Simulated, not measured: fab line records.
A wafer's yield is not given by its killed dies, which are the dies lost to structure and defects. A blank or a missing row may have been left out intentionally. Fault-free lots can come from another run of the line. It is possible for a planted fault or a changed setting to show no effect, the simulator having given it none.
Which tool did it? :: flow nand harc :: 6 lots, 18 wafers sampled, at 4 steps of a route of 1302

== WHAT EACH GAUGE READ, for each wafer ==
NHARC_END_SORT_01.
lot: L514
measured: day 25 04:51
on: prober-01
killed at periphery: 4 0 2

lot: L516
measured: day 25 21:04
on: prober-02
killed at periphery: 8 1 5

lot: L519
measured: day 27 23:24
on: prober-01
killed at periphery: 1 1 4

lot: L522
measured: day 29 03:15
on: prober-01
killed at periphery: 0 1 0

lot: L531
measured: day 32 05:08
on: prober-01
killed at periphery: 3 4 1

lot: L534
measured: day 33 22:13
on: prober-02
killed at periphery: 5 2 5

== WHAT TOOL EACH LOT RAN ON (gives the tool, then ch and the chambers of the sampled wafers, and finally the start) ==
lot: L514
NHARC_P_M0_PVD_20: pvd sputter-03, day 7 00:11
NHARC_THIN_TSV_PRE_CLEAN_50: pvd sputter-02, day 24 17:34 or earlier
NHARC_THIN_TSV_DESCUM_35: rie diel-13 ch 0,3, day 24 17:34

lot: L516
NHARC_P_M0_PVD_20: pvd sputter-01, day 7 20:43
NHARC_THIN_TSV_PRE_CLEAN_50: pvd sputter-03, day 25 11:33 or earlier
NHARC_THIN_TSV_DESCUM_35: rie diel-02 ch 1,2, day 25 11:33

lot: L519
NHARC_P_M0_PVD_20: pvd sputter-01, day 9 04:16
NHARC_THIN_TSV_PRE_CLEAN_50: pvd sputter-03, day 27 14:24 or earlier
NHARC_THIN_TSV_DESCUM_35: rie diel-10 ch 1,2,3, day 27 14:24

lot: L522
NHARC_P_M0_PVD_20: pvd sputter-02, day 10 16:15
NHARC_THIN_TSV_PRE_CLEAN_50: pvd sputter-01, day 28 16:05 or earlier
NHARC_THIN_TSV_DESCUM_35: rie diel-02 ch 0,2, day 28 16:05

lot: L531
NHARC_P_M0_PVD_20: pvd sputter-03, day 14 02:47
NHARC_THIN_TSV_PRE_CLEAN_50: pvd sputter-02, day 31 21:00 or earlier
NHARC_THIN_TSV_DESCUM_35: rie diel-13 ch 1,2,3, day 31 21:00

lot: L534
NHARC_P_M0_PVD_20: pvd sputter-03, day 15 11:51
NHARC_THIN_TSV_PRE_CLEAN_50: pvd sputter-03, day 33 12:11 or earlier
NHARC_THIN_TSV_DESCUM_35: rie diel-13 ch 0,2, day 33 12:11
- NHARC_P_M0_PVD_20: deposits TaN, target thk 5 nm, time 8.06 s.
- NHARC_THIN_TSV_PRE_CLEAN_50: time 30 s.
- NHARC_THIN_TSV_DESCUM_35: chemistry O2, time 3 s.

== THE ANSWER, worked out from the rows above alone ==
Rule: what is usual is taken from the lots themselves. Put in order of their means at a reading, lots are off if they are a third of the lots or fewer, leave a main group of 4 or more, and stand apart from it by a gap of 3 or more times the standard deviation of the main group's means; of several such gaps the widest counts. Not used: any main group whose means are identical at the precision the tables above print for the reading. A lot without any number at a reading at which 4 lots or more have one is off too. All remaining lots with rows at the step are treated as sound.
None of the lots is off at any reading shown; this tells nothing.

== WHAT THE SIMULATOR HAD PUT IN ==
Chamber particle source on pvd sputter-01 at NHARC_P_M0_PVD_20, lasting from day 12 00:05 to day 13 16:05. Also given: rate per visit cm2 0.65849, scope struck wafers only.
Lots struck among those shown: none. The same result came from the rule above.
